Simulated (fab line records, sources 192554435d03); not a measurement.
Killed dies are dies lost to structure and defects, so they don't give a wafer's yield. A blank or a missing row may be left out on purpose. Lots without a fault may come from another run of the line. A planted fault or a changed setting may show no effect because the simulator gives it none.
Chamber matching | flow n5_finfet | N5_BEOL_M11_CURE_71 on uv_cure-03: 3 sister chambers
The step cures SiCOH lowk, time 240 s. 6 wafers are shown with their chamber, then 9 later ones without.

WAFERS WITH THEIR CHAMBER
wafer  | chamber | wafer_temp_C_max | lamp_power_pct (%)
L074.5 | 2       | 386.1            | 52.24
L074.6 | 2       | 386.9            | 52.31
L075.2 | 0       | 387.7            | 52.30
L075.5 | 0       | 388.2            | 52.34
L093.5 | 1       | 386.6            | 52.36
L093.6 | 1       | 386.0            | 52.26

WAFERS WITHOUT THEIR CHAMBER
wafer  | wafer_temp_C_max | lamp_power_pct (%)
L096.2 | 386.1            | 52.32
L096.5 | 386.5            | 52.33
L096.6 | 386.8            | 52.35
L097.1 | 387.3            | 52.28
L097.3 | 387.7            | 52.39
L097.6 | 388.4            | 52.27
L095.2 | 386.8            | 52.35
L095.3 | 387.0            | 52.34
L095.6 | 386.7            | 52.27

WHICH CHAMBER EACH WENT THROUGH
wafer  | from the rows above          | in truth
L096.2 | can't be placed: 1 or 2      | 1
L096.5 | can't be placed: 1 or 2      | 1
L096.6 | can't be placed: 1 or 2 or 0 | 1
L097.1 | can't be placed: 0 or 2 or 1 | 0
L097.3 | can't be placed: 0 or 2 or 1 | 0
L097.6 | 0                            | 0
L095.2 | can't be placed: 1 or 2 or 0 | 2
L095.3 | can't be placed: 1 or 2 or 0 | 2
L095.6 | can't be placed: 2 or 1      | 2
Placed correctly: 1 of 9. Can't be placed from these rows: 8 (the true chamber is among the candidates in 8). Placed wrongly: 0.
How it was worked out, from the rows above alone: a wafer's distance from a chamber is the root of the sum, over the readings, of the square of ((its reading less the chamber's mean) divided by the reading's scatter). The wafer belongs to the nearest chamber; if the next one is less than 2 further off, it can't be placed. A chamber's mean is the mean of its shown wafers. The scatter: the root of (the sum of the squares of (reading less its chamber's mean) over the shown wafers, divided by (wafers less chambers)).
